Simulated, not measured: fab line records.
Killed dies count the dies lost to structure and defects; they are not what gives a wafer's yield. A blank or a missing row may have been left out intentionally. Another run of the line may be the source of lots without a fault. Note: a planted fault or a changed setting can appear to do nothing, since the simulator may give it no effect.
fab line records ; flow n5-finfet
record: lots: 6; wafers: 18; last-day: 17
route steps=1938 shown BEOL_M8@1394 BEOL_M9@1401 PASSIVATION@1936
lots that met no fault: taken from a fault-free run of the same line
start-h: hours from the record's opening day to when the first of the lot's shown wafers began ; wait-h: hours since the lot's step before ; " identical to the entry in the row above ; L1.1+2: a row that stands for several wafers ; - no value, or no start given ; * or withheld: withheld ; < > ~ a bound
route shown NAME@n: NAME is a module with steps in the file, n the number in the route of the first one ; usual: mean/standard deviation of fault-free wafers ; same: alike in all rows ; chamber/n: place in a boat ; sites: each site's reading ; _std_site: standard deviation across them ; _edge_site: mean of outer sites minus mean of inner sites ; radius-mm: for every site, how far away it sits from the centre of the wafer ; mask NAME#n: copy n ; behind: the most recent tool/chamber to have shaped the wafer ; hold: why the lot was held/for how many hours/how that ended ; device: the transistor (n, p or np) that didn't switch ; end of line: the route-end tests of the same wafers ; step lacking rows: just its recipe ; killed: the dies lost at the first sort to structure and to defects; this is not the yield of the wafer ; map: a wafer's dies, marking killed ones x, the rest . and places with no die _
set.NAME: the setting as run; set.NAME@STEP: as run at that earlier step ; model.NAME: the simulator's own value behind a step, which no gauge read
lots seen at some steps along the route; tables by step, rows by wafer
services: a tool's chamber out of use, with start hour (start-h, from the record's first day; less than 0 if before it), hours out, and reason
== steps ==
step: N5_BEOL_M8_ANNEAL_51
recipe: temp-c: 225; time-s: 90; ambient: N2
step: N5_BEOL_M8_CMP_52
recipe: stop-on: SiCOH_lowk; t-overpolish-s: 6.9; down-force-psi: 1; platen-rpm: 50; clearing-platen-down-force-psi: 1.5; clearing-platen-rpm: 50; post-cmp-clean: cu-alkaline; target-thk-nm: 80; clearing-platen-pad-velocity-m-s: 0.99484; pad-velocity-m-s: 0.99484
usual: barrier-field-endpoint-s: 28.8/0.67; clearing-platen-rpm: 49.999/0.023; motor-current-A: 6.1/0.54; overpolish-run-s: 6.899/0.0087; pad-life-wafers: 998/720; time-to-endpoint-s: 61.8/2.9
lot.wafer;tool;chamber;start-h;wait-h;barrier-field-endpoint-s;clearing-platen-rpm;motor-current-A;overpolish-run-s;pad-life-wafers;time-to-endpoint-s
L709.1;cmp-01;1;245.01;0.3;28.1;49.986;6.2;6.894;1800;59.0
L709.3;cmp-01;3;245.01;0.3;29.1;49.987;5.6;6.893;1802;63.8
L709.2;cmp-01;0;245.01;0.3;29.1;50.048;5.9;6.897;1803;63.1
L714.1;cmp-03;1;283.89;0.3;28.3;49.974;6.9;6.887;1957;62.7
L714.4;cmp-03;2;283.89;0.3;28.5;49.986;6.7;6.909;1958;62.1
L714.2;cmp-03;3;283.89;0.3;28.5;50.030;5.3;6.901;1959;64.2
L717.3;cmp-04;0;297.25;0.3;28.1;50.008;5.7;6.920;739;60.4
L717.2;cmp-04;1;297.25;0.3;28.9;50.014;6.9;6.898;740;62.0
L717.4;cmp-04;2;297.25;0.3;28.3;50.022;6.3;6.889;741;59.1
L719.3;cmp-04;0;308.23;0.2;28.3;50.024;5.5;6.893;841;61.2
L719.2;cmp-04;1;308.23;0.2;28.5;49.989;6.8;6.888;842;59.9
L719.6;cmp-04;3;308.23;0.2;28.8;49.994;6.7;6.898;-;62.7
L722.3;cmp-03;1;327.97;0.2;29.5;49.983;6.6;6.909;235;62.9
L722.1;cmp-03;2;327.97;0.2;29.1;50.036;6.8;6.894;236;62.6
L722.4;cmp-03;3;327.97;0.2;29.8;50.044;5.2;6.894;237;66.9
L726.1;cmp-03;2;344.28;0.3;28.8;50.009;7.1;6.906;379;67.6
L726.3;cmp-03;0;344.28;0.3;28.5;49.996;6.7;6.900;381;60.8
L726.6;cmp-03;1;344.28;0.3;29.0;49.945;6.6;6.880;-;64.3
step: N5_BEOL_M8_THK_MEAS_53
recipe: thk-meas-gauge: xrf; reads: Cu_of_BEOL_M8_ECD_50
usual: M8_THK: 80.0/1.7
lot.wafer;tool;chamber;start-h;wait-h;M8_THK[nm]
L709.1;film-metro-02;-;245.31;-;76.5
L709.2;film-metro-02;-;245.31;-;79.4
L709.3;film-metro-02;-;245.31;-;79.0
L714.1;film-metro-01;-;284.14;-;80.0
L714.2;film-metro-01;-;284.14;-;79.0
L714.4;film-metro-01;-;284.14;-;76.7
L717.2;film-metro-01;-;297.51;-;79.4
L717.3;film-metro-01;-;297.51;-;81.6
L717.4;film-metro-01;-;297.51;-;80.7
L719.2;film-metro-01;-;308.48;-;80.2
L719.3;film-metro-01;-;308.48;-;80.7
L719.6;film-metro-01;-;308.48;-;79.1
L722.1;film-metro-02;-;328.23;-;78.2
L722.3;film-metro-02;-;328.23;-;83.2
L722.4;film-metro-02;-;328.23;-;83.4
L726.1;film-metro-02;-;344.54;-;79.9
L726.3;film-metro-02;-;344.54;-;77.5
L726.6;film-metro-02;-;344.54;-;82.2
step: N5_BEOL_M8_PRE_CLEAN_55
recipe: gas: NH3; time-s: 15; temp-c: withheld; rf-power-w: 300
step: N5_BEOL_M8_DEP_56
recipe: material: SiCN; target-thk-a: 100; temp-c: withheld; precursor: 3MS/NH3; pressure-torr: 3; rf-w: 202; time-s: 17.5
usual: showerhead-plenum-p-Torr: 3.660/0.0089; throttle-valve-pct: 8.9/0.39
lot.wafer;tool;chamber;start-h;wait-h;showerhead-plenum-p-Torr;throttle-valve-pct
L709.1;pecvd-03;0;245.37;0.0;3.644;9.5
L709.2;pecvd-03;2;245.37;0.0;3.664;8.2
L709.3;pecvd-03;1;245.37;0.0;3.675;9.1
L714.1;pecvd-03;1;284.21;0.0;3.662;8.9
L714.2;pecvd-03;0;284.21;0.0;3.645;9.4
L714.4;pecvd-03;0;284.21;0.0;3.653;9.3
L717.2;pecvd-04;2;297.57;0.0;3.660;8.4
L717.3;pecvd-04;1;297.57;0.0;3.660;9.1
L717.4;pecvd-04;2;297.57;0.0;3.656;8.3
L719.2;pecvd-03;1;308.55;0.0;3.676;8.9
L719.3;pecvd-03;0;308.55;0.0;3.662;9.3
L719.6;pecvd-03;2;308.55;0.0;3.659;8.3
L722.1;pecvd-04;1;328.29;0.0;3.664;9.1
L722.3;pecvd-04;2;328.29;0.0;3.649;8.5
L722.4;pecvd-04;0;328.29;0.0;3.654;9.3
L726.1;pecvd-01;0;344.60;0.0;3.682;9.5
L726.3;pecvd-01;1;344.60;0.0;3.640;9.5
L726.6;pecvd-01;0;344.60;0.0;3.669;9.3
step: N5_BEOL_M8_RS_MEAS_57
recipe: thk-meas-gauge: four-point-probe; reads: Cu_of_BEOL_M8_ECD_50+Co_of_BEOL_M8_CVD_78+TaN_of_BEOL_M8_ALD_77
usual: M8_RS: 0.287/0.0073
lot.wafer;tool;chamber;start-h;wait-h;M8_RS[ohm/sq]
L709.1;film-metro-01;-;245.44;0.1;0.295
L709.2;film-metro-01;-;245.44;0.1;0.284
L709.3;film-metro-01;-;245.44;0.1;0.287
L714.1;film-metro-01;-;284.28;0.1;0.286
L714.2;film-metro-01;-;284.28;0.1;0.289
L714.4;film-metro-01;-;284.28;0.1;0.299
L717.2;film-metro-02;-;297.64;0.1;0.293
L717.3;film-metro-02;-;297.64;0.1;0.283
L717.4;film-metro-02;-;297.64;0.1;0.287
L719.2;film-metro-02;-;308.62;0.1;0.290
L719.3;film-metro-02;-;308.62;0.1;0.286
L719.6;film-metro-02;-;308.62;0.1;0.293
L722.1;film-metro-01;-;328.36;0.1;0.291
L722.3;film-metro-01;-;328.36;0.1;0.273
L722.4;film-metro-01;-;328.36;0.1;0.271
L726.1;film-metro-01;-;344.67;0.1;0.287
L726.3;film-metro-01;-;344.67;0.1;0.296
L726.6;film-metro-01;-;344.67;0.1;0.276
step: N5_BEOL_M8_INSPECT_58
recipe: inspect-instrument: darkfield; mode: post-dep
usual: raw-defect-count: 72/24
lot.wafer;tool;chamber;start-h;wait-h;raw-defect-count
L709.1;defect-inspect-01;-;245.46;0.0;80
L709.2;defect-inspect-01;-;245.46;0.0;43
L709.3;defect-inspect-01;-;245.46;0.0;71
L714.1;defect-inspect-02;-;284.30;0.0;60
L714.2;defect-inspect-02;-;284.30;0.0;72
L714.4;defect-inspect-02;-;284.30;0.0;68
L717.2;defect-inspect-02;-;297.67;0.0;65
L717.3;defect-inspect-02;-;297.67;0.0;46
L717.4;defect-inspect-02;-;297.67;0.0;61
L719.2;defect-inspect-02;-;308.64;0.0;67
L719.3;defect-inspect-02;-;308.64;0.0;110
L719.6;defect-inspect-02;-;308.64;0.0;96
L722.1;defect-inspect-02;-;328.39;0.0;45
L722.3;defect-inspect-02;-;328.39;0.0;55
L722.4;defect-inspect-02;-;328.39;0.0;61
L726.1;defect-inspect-02;-;344.70;0.0;54
L726.3;defect-inspect-02;-;344.70;0.0;97
L726.6;defect-inspect-02;-;344.70;0.0;60
step: N5_BEOL_M9_ILD_DEP_00
recipe: material: SiCOH_lowk; target-thk-a: 3085.1; temp-c: 300; precursor: DEMS/porogen; pressure-torr: 5; rf-w: 500; time-s: 58
step: N5_BEOL_M9_CURE_71
recipe: temp-c: 385; time-s: 240; ambient: He/Ar; material: SiCOH_lowk
usual: lamp-power-pct: 52.31/0.054; wafer_temp_C_max: 386.6/0.48
lot.wafer;tool;chamber;start-h;wait-h;lamp-power-pct;wafer_temp_C_max
L709.1;uv-cure-01;2;245.58;0.0;52.34;386.2
L709.2;uv-cure-01;2;245.58;0.0;52.27;386.8
L709.3;uv-cure-01;2;245.58;0.0;52.43;386.7
L714.1;uv-cure-02;2;284.42;0.0;52.25;386.2
L714.2;uv-cure-02;2;284.42;0.0;52.41;385.5
L714.4;uv-cure-02;2;284.42;0.0;52.29;386.3
L717.2;uv-cure-03;0;297.86;0.1;52.19;387.0
L717.3;uv-cure-03;0;297.86;0.1;52.39;387.3
L717.4;uv-cure-03;0;297.86;0.1;52.32;386.9
L719.2;uv-cure-03;2;309.02;0.3;52.35;386.6
L719.3;uv-cure-03;2;309.02;0.3;52.43;387.5
L719.6;uv-cure-03;2;309.02;0.3;52.34;387.7
L722.1;uv-cure-01;2;328.50;0.0;52.34;386.5
L722.3;uv-cure-01;2;328.50;0.0;52.34;386.4
L722.4;uv-cure-01;2;328.50;0.0;52.29;387.0
L726.1;uv-cure-02;1;344.81;0.0;52.32;386.4
L726.3;uv-cure-02;1;344.81;0.0;52.23;386.6
L726.6;uv-cure-02;1;344.81;0.0;52.31;386.4
step: N5_BEOL_M9_THK_MEAS_01
recipe: reads: SiCOH_lowk_of_BEOL_M9_ILD_DEP_00
usual: M9_ILD_THK: 267/4
lot.wafer;tool;chamber;start-h;wait-h;M9_ILD_THK[nm]
L709.1;film-metro-02;-;246.09;0.4;270
L709.2;film-metro-02;-;246.09;0.4;260
L709.3;film-metro-02;-;246.09;0.4;266
L714.1;film-metro-02;-;284.93;0.4;266
L714.2;film-metro-02;-;284.93;0.4;271
L714.4;film-metro-02;-;284.93;0.4;278
L717.2;film-metro-01;-;298.29;0.4;264
L717.3;film-metro-01;-;298.29;0.4;264
L717.4;film-metro-01;-;298.29;0.4;270
L719.2;film-metro-01;-;309.46;0.4;268
L719.3;film-metro-01;-;309.46;0.4;270
L719.6;film-metro-01;-;309.46;0.4;271
L722.1;film-metro-02;-;329.01;0.4;266
L722.3;film-metro-02;-;329.01;0.4;261
L722.4;film-metro-02;-;329.01;0.4;264
L726.1;film-metro-01;-;345.32;0.4;266
L726.3;film-metro-01;-;345.32;0.4;265
L726.6;film-metro-01;-;345.32;0.4;268
step: N5_BEOL_M9_PECVD_70
recipe: material: SiO2; target-thk-a: 200; temp-c: 400; precursor: TEOS/O2; pressure-torr: 5.5; rf-w: 450; teos-flow-sccm: 53.8; gas: O2; flow-sccm: 3000; time-s: 22.7
usual: heater-power-w: 723/130; showerhead-plenum-p-Torr: 8.77/0.034; throttle-valve-pct: 22.2/1
lot.wafer;tool;chamber;start-h;wait-h;heater-power-w;showerhead-plenum-p-Torr;throttle-valve-pct
L709.1;pecvd-02;0;246.13;0.0;657;8.78;22.1
L709.2;pecvd-02;2;246.13;0.0;611;8.77;20.8
L709.3;pecvd-02;1;246.13;0.0;548;8.78;23.6
L714.1;pecvd-01;0;284.97;0.0;898;8.83;22.9
L714.2;pecvd-01;1;284.97;0.0;950;8.71;23.0
L714.4;pecvd-01;2;284.97;0.0;1002;8.75;21.1
L717.2;pecvd-04;1;298.33;0.0;571;8.75;22.3
L717.3;pecvd-04;2;298.33;0.0;677;8.74;21.0
L717.4;pecvd-04;0;298.33;0.0;733;8.76;22.8
L719.2;pecvd-02;1;309.49;0.0;652;8.76;23.7
L719.3;pecvd-02;0;309.49;0.0;616;8.73;22.2
L719.6;pecvd-02;1;309.49;0.0;655;8.77;23.7
L722.1;pecvd-01;1;329.05;0.0;830;8.70;23.2
L722.3;pecvd-01;2;329.05;0.0;972;8.74;21.2
L722.4;pecvd-01;0;329.05;0.0;792;8.81;23.2
L726.1;pecvd-01;0;345.36;0.0;867;8.83;23.1
L726.3;pecvd-01;2;345.36;0.0;1015;8.75;21.1
L726.6;pecvd-01;2;345.36;0.0;1016;8.75;21.2
step: N5_BEOL_M9_HM_DEP_02
recipe: material: TiN; target-thk-a: 200; temp-c: 25; chamber-pressure-pa: 0.49996
usual: throttle-valve-pct: 30.1/1.1
lot.wafer;tool;chamber;start-h;wait-h;throttle-valve-pct
L709.1;pvd-sputter-03;-;247.85;1.7;30.6
L709.2;pvd-sputter-03;-;247.85;1.7;30.3
L709.3;pvd-sputter-03;-;247.85;1.7;29.3
L714.1;pvd-sputter-03;-;286.81;1.8;30.2
L714.2;pvd-sputter-03;-;286.81;1.8;30.6
L714.4;pvd-sputter-03;-;286.81;1.8;28.9
L717.2;pvd-sputter-02;-;299.18;0.8;29.6
L717.3;pvd-sputter-02;-;299.18;0.8;29.4
L717.4;pvd-sputter-02;-;299.18;0.8;28.1
L719.2;pvd-sputter-01;-;310.71;1.2;29.1
L719.3;pvd-sputter-01;-;310.71;1.2;30.9
L719.6;pvd-sputter-01;-;310.71;1.2;31.2
L722.1;pvd-sputter-01;-;329.69;0.6;30.0
L722.3;pvd-sputter-01;-;329.69;0.6;29.5
L722.4;pvd-sputter-01;-;329.69;0.6;30.9
L726.1;pvd-sputter-03;-;346.97;1.6;29.2
L726.3;pvd-sputter-03;-;346.97;1.6;30.2
L726.6;pvd-sputter-03;-;346.97;1.6;30.4
step: N5_BEOL_M9_COAT_59
recipe: resist: SOC; temp-c: 250; time-s: 60; spin-rpm: 1500; resist-thk-nm: 100
usual: heater-power-total-W: 500.6/1.7; plate-temp-C: 249.99/0.18; spin-speed-rpm: 1500.0/0.95
lot.wafer;tool;chamber;start-h;wait-h;heater-power-total-W;plate-temp-C;spin-speed-rpm;model.SOC_of_BEOL_M9_COAT_59.thk-nm
L709.1;litho-track-03;0;247.98;0.1;422.2;217.59;1498.8;102.6
L709.2;litho-track-03;0;247.98;0.1;423.0;217.57;1500.4;103
L709.3;litho-track-03;0;247.98;0.1;419.2;217.24;1497.5;102.4
L714.1;litho-track-03;0;286.94;0.1;423.1;217.53;1498.4;102.8
L714.2;litho-track-03;0;286.94;0.1;419.7;217.46;1496.4;102.8
L714.4;litho-track-03;0;286.94;0.1;424.7;217.47;1498.3;102.8
L717.2;litho-track-05;0;299.31;0.1;501.2;250.04;1501.2;99.8
L717.3;litho-track-05;0;299.31;0.1;501.9;250.10;1500.7;100.4
L717.4;litho-track-05;0;299.31;0.1;503.2;250.21;1500.8;100
L719.2;litho-track-05;0;310.84;0.1;498.4;249.83;1500.4;100
L719.3;litho-track-05;0;310.84;0.1;503.2;249.91;1499.8;99.4
L719.6;litho-track-05;0;310.84;0.1;499.9;250.09;1499.8;99.6
L722.1;litho-track-05;0;329.82;0.1;501.6;250.16;1499.2;100
L722.3;litho-track-05;0;329.82;0.1;502.7;250.08;1499.5;100.4
L722.4;litho-track-05;0;329.82;0.1;501.2;250.31;1501.3;100.2
L726.1;litho-track-03;0;347.09;0.1;501.5;250.00;1501.3;100
L726.3;litho-track-03;0;347.09;0.1;502.6;249.61;1501.8;100
L726.6;litho-track-03;0;347.09;0.1;498.3;249.88;1500.8;100.2
step: N5_BEOL_M9_COAT_60
recipe: resist: SiARC; temp-c: 220; time-s: 60; spin-rpm: 1500; resist-thk-nm: 30
step: N5_PASSIVATION_PROBE_49
usual: defect-limited-yield: 91.2/1.3; killed_at_M0_to_M3: 34/10; killed_at_M4_up: 13/4.6; killed-at-contacts: 13/5.5; killed-at-front-end: 41/12; killed-at-other: 2.8/2.4; killed-dies: 104/16; killed-on-rim: 14/4.2; killed-open: 67/12; killed-short: 33/7.2; sort_bin_5_function: 5.1/0.86; sort_bin_6_memory: 3.3/0.62; sort-n-pass: 1076/16; sort-yield-pct: 91.2/1.3
same: gross-dies: 1180; killed-at-back-side: 0; sort_bin_4_leakage[%]: 0; sort_bin_8_speed[%]: 0
lot.wafer;tool;chamber;start-h;wait-h;defect-limited-yield[%];killed_at_M0_to_M3;killed_at_M4_up;killed-at-contacts;killed-at-front-end;killed-at-other;killed-dies;killed-on-rim;killed-open;killed-short;sort_bin_5_function[%];sort_bin_6_memory[%];sort-n-pass;sort-yield-pct[%]
L709.1;prober-01;-;317.22;0.0;92.9;29;11;6;36;2;84;12;56;21;4.2;2.5;1096;92.9
L709.2;prober-01;-;317.27;0.1;93.5;22;14;13;26;2;77;9;49;21;3.7;2.6;1103;93.5
L709.3;prober-01;-;317.32;0.1;91.8;44;13;6;34;0;97;6;65;28;5.7;2.5;1083;91.8
L714.1;prober-01;-;360.47;0.9;89.9;49;21;16;33;0;119;22;74;35;5.3;3.9;1061;89.9
L714.2;prober-01;-;360.52;1.0;91.2;40;23;10;31;0;104;12;67;32;5.7;2.9;1076;91.2
L714.4;prober-01;-;360.62;1.1;92.4;27;16;14;31;2;90;12;61;24;5.7;1.7;1090;92.4
L719.2;prober-02;-;376.33;0.1;91.9;32;17;10;37;0;96;11;63;29;4.5;3.3;1084;91.9
L719.3;prober-02;-;376.38;0.1;91.7;50;10;10;28;0;98;6;53;43;4.9;3.1;1082;91.7
L719.6;prober-02;-;376.53;0.3;90.4;51;17;12;28;5;113;16;77;28;6.3;3.1;1067;90.4
L722.1;prober-01;-;390.43;0.0;90.3;33;4;17;61;0;115;17;75;32;5.3;4.1;1065;90.3
L722.3;prober-01;-;390.53;0.1;91.7;18;9;23;48;0;98;14;66;29;4.7;3.3;1082;91.7
L722.4;prober-01;-;390.58;0.2;90.3;27;11;21;52;3;114;17;79;33;5.6;3.8;1066;90.3
killed by level:class
L709.1 FIN_SAQP:geometric-particle:short=9 BEOL_M1:geometric-particle:open=7 MOL_CONTACT_COAG:geometric-particle:open=6 BEOL_M2:geometric-particle:open=6 FIN_SAQP:geometric-particle:open=5 STI_FIN_REVEAL:geometric-particle:open=5 STARTING-WAFER:geometric-particle:open=5 BEOL_M4:geometric-particle:open=4
L709.2 MOL_CONTACT_COAG:geometric-particle:open=10 BEOL_M1:geometric-particle:open=7 FIN_SAQP:geometric-particle:short=6 BEOL_M4:geometric-particle:open=5 DUMMY_GATE:geometric-particle:open=4 BEOL_M2:geometric-particle:open=4 STARTING-WAFER:geometric-particle:open=4 FIN_SAQP:geometric-particle:open=3
L709.3 BEOL_M2:geometric-particle:open=9 FIN_SAQP:geometric-particle:short=8 BEOL_M4:geometric-particle:open=8 STI_FIN_REVEAL:geometric-particle:open=7 BEOL_M1:geometric-particle:open=7 BEOL_M0_SAQP:geometric-particle:short=6 BEOL_M3:geometric-particle:open=6 DUMMY_GATE:geometric-particle:open=5
L714.1 FIN_SAQP:geometric-particle:open=13 MOL_CONTACT_COAG:geometric-particle:open=11 BEOL_M1:geometric-particle:open=9 BEOL_M0_SAQP:geometric-particle:short=8 BEOL_M0_SAQP:geometric-particle:open=8 BEOL_M2:geometric-particle:open=8 BEOL_M4:geometric-particle:short=7 BEOL_M4:geometric-particle:open=6
L714.2 BEOL_M1:geometric-particle:open=15 FIN_SAQP:geometric-particle:open=8 BEOL_M4:geometric-particle:open=7 BEOL_M4:geometric-particle:short=7 MOL_CONTACT_COAG:geometric-particle:open=7 BEOL_M2:geometric-particle:open=6 BEOL_M3:geometric-particle:open=5 STARTING-WAFER:geometric-particle:short=4
L714.4 MOL_CONTACT_COAG:geometric-particle:open=10 BEOL_M4:geometric-particle:open=10 FIN_SAQP:geometric-particle:open=9 BEOL_M3:geometric-particle:open=7 GATE_CUT:geometric-particle:open=4 GATE_CUT:geometric-particle:short=4 BEOL_M2:geometric-particle:open=4 DUMMY_GATE:geometric-particle:open=3
L719.2 MOL_CONTACT_COAG:geometric-particle:open=8 BEOL_M4:geometric-particle:open=8 DUMMY_GATE:geometric-particle:open=7 BEOL_M0_SAQP:geometric-particle:short=7 FIN_SAQP:geometric-particle:open=6 STI_FIN_REVEAL:geometric-particle:open=6 GATE_CUT:geometric-particle:short=6 BEOL_M0_SAQP:geometric-particle:open=6
L719.3 BEOL_M0_SAQP:geometric-particle:short=15 BEOL_M0_SAQP:geometric-particle:open=14 MOL_CONTACT_COAG:geometric-particle:open=7 BEOL_M3:geometric-particle:short=7 FIN_SAQP:geometric-particle:open=6 FIN_SAQP:geometric-particle:short=5 STI_FIN_REVEAL:geometric-particle:open=5 BEOL_M5:geometric-particle:open=4
L719.6 BEOL_M2:geometric-particle:open=12 BEOL_M3:geometric-particle:open=10 MOL_CONTACT_COAG:geometric-particle:open=9 FIN_SAQP:geometric-particle:open=8 BEOL_M0_SAQP:geometric-particle:short=8 BEOL_M1:geometric-particle:open=8 BEOL_M0_SAQP:geometric-particle:open=7 STI_FIN_REVEAL:geometric-particle:open=5
L722.1 MOL_CONTACT_COAG:geometric-particle:open=13 FIN_SAQP:geometric-particle:open=12 DUMMY_GATE:geometric-particle:open=9 BEOL_M3:geometric-particle:open=8 BEOL_M0_SAQP:geometric-particle:open=7 STI_FIN_REVEAL:geometric-particle:short=5 STI_FIN_REVEAL:geometric-particle:open=5 GATE_CUT:geometric-particle:short=5
L722.3 MOL_CONTACT_COAG:geometric-particle:open=18 DUMMY_GATE:geometric-particle:open=9 FIN_SAQP:geometric-particle:open=7 STI_FIN_REVEAL:geometric-particle:open=7 DUMMY_GATE:geometric-particle:short=7 FIN_SAQP:geometric-particle:short=6 BEOL_M0_SAQP:geometric-particle:open=5 BEOL_M0_SAQP:geometric-particle:short=5
L722.4 MOL_CONTACT_COAG:geometric-particle:open=14 FIN_SAQP:geometric-particle:open=9 STI_FIN_REVEAL:geometric-particle:open=8 FIN_SAQP:geometric-particle:short=7 GATE_CUT:geometric-particle:short=7 GATE_CUT:geometric-particle:open=6 BEOL_M0_SAQP:geometric-particle:short=6 BEOL_M3:geometric-particle:open=6
== services ==
tool;chamber;start-h;hours;kind
cmp-01;-;221.30;2.3;repair
pecvd-03;0;221.79;5.5;scheduled-down
cmp-04;-;239.55;1.1;repair
uv-cure-02;-;240.45;0.3;repair
uv-cure-02;-;262.56;5.0;pm
pecvd-01;-;266.59;2.8;pm
cmp-01;-;268.13;1.9;repair
cmp-04;-;270.86;6.2;pm
pecvd-04;0;287.85;5.5;scheduled-down
cmp-01;-;289.09;4.0;pm
uv-cure-03;-;289.73;2.1;pm
cmp-01;-;293.09;-;consumable-replace:conditioner
cmp-01;-;293.09;-;consumable-replace:pad
cmp-03;-;296.21;4.0;pm
cmp-03;-;300.21;-;consumable-replace:conditioner
cmp-03;-;300.21;-;consumable-replace:pad
uv-cure-01;-;304.10;7.5;pm
cmp-03;-;316.56;0.2;repair
uv-cure-02;-;322.80;7.5;pm
uv-cure-02;-;333.77;3.1;repair
pecvd-03;0;344.56;12.3;repair
== key ==
first-sign: step: N5_BEOL_M9_COAT_59; reading: plate-temp-C; direction: down; sigmas: 99+; usual: *; struck: *
effect: step: N5_BEOL_M9_COAT_59; reading: heater-power-total-W; direction: down; sigmas: 46; usual: *; struck: *
model-effect: step: N5_BEOL_M9_COAT_59; value: SOC_of_BEOL_M9_COAT_59.thk-nm; without: 99.77; struck: 102.7
met-at N5_BEOL_M9_COAT_59
struck-wafers L709.1,L709.2,L709.3,L714.1,L714.2,L714.4
fault: kind: process-parameter-drift; tool: litho-track-03; chamber: -; onset-h: 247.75; steps: N5_BEOL_M9_COAT_59; channel: temp-c; offset: *; shape: step; end-h: 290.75; acts-in: *; stated: *
